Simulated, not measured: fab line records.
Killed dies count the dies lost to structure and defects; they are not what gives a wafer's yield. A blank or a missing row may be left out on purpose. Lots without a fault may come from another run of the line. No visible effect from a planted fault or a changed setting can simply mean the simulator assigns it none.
Chamber matching + flow n5-finfet + 4 sister chambers for N5_BEOL_M11_ETCH_66 on rie-diel-06
The step etches SOC in N2/H2, target depth 120 nm, overetch 24 nm, time 180 s. 4 wafers are shown with their chamber, then 11 later ones without.

== WAFERS PAIRED WITH THEIR CHAMBERS ==
| wafer  | chamber | showerhead-plenum-p-Torr (Torr) |
|--------|---------|---------------------------------|
| L086.3 | 3       | 2.62                            |
| L086.4 | 1       | 2.35                            |
| L086.5 | 0       | 2.64                            |
| L089.1 | 2       | 2.55                            |

== WAFERS WHOSE CHAMBER IS MISSING ==
| wafer  | showerhead-plenum-p-Torr (Torr) |
|--------|---------------------------------|
| L089.3 | 2.64                            |
| L089.4 | 2.64                            |
| L093.1 | 2.63                            |
| L093.4 | 2.34                            |
| L093.5 | 2.61                            |
| L096.1 | 2.34                            |
| L096.3 | 2.61                            |
| L096.5 | 2.54                            |
| L097.1 | 2.54                            |
| L097.2 | 2.61                            |
| L097.3 | 2.62                            |

== CHAMBER TAKEN BY EACH ==
| wafer  | from the rows above     | in truth                   |
|--------|-------------------------|----------------------------|
| L089.3 | 0                       | 0                          |
| L089.4 | 0                       | 0                          |
| L093.1 | can't be placed: 3 or 0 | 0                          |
| L093.4 | 1                       | 1                          |
| L093.5 | 3                       | 3                          |
| L096.1 | 1                       | 1                          |
| L096.3 | 3                       | 3                          |
| L096.5 | 2                       | 2                          |
| L097.1 | 2                       | 2                          |
| L097.2 | 3                       | 3                          |
| L097.3 | 3                       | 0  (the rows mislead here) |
Placed correctly: 9 of 11. Not placeable from these rows: 1 (in 1, the candidates include the true chamber). Placed wrongly: 1.
How it was worked out, from the rows above alone: a wafer's distance from a chamber is the root of the sum, over the readings, of the square of ((its reading less the chamber's mean) divided by the reading's scatter). If the next closest chamber is less than 2 further off than the closest, the wafer can't be placed; otherwise it belongs to the closest. For every chamber, the mean is computed from those of its wafers that are shown. The scatter (one wafer shown for each chamber): square how far every hidden wafer sits from the nearest shown wafer, average those squares and take the square root.
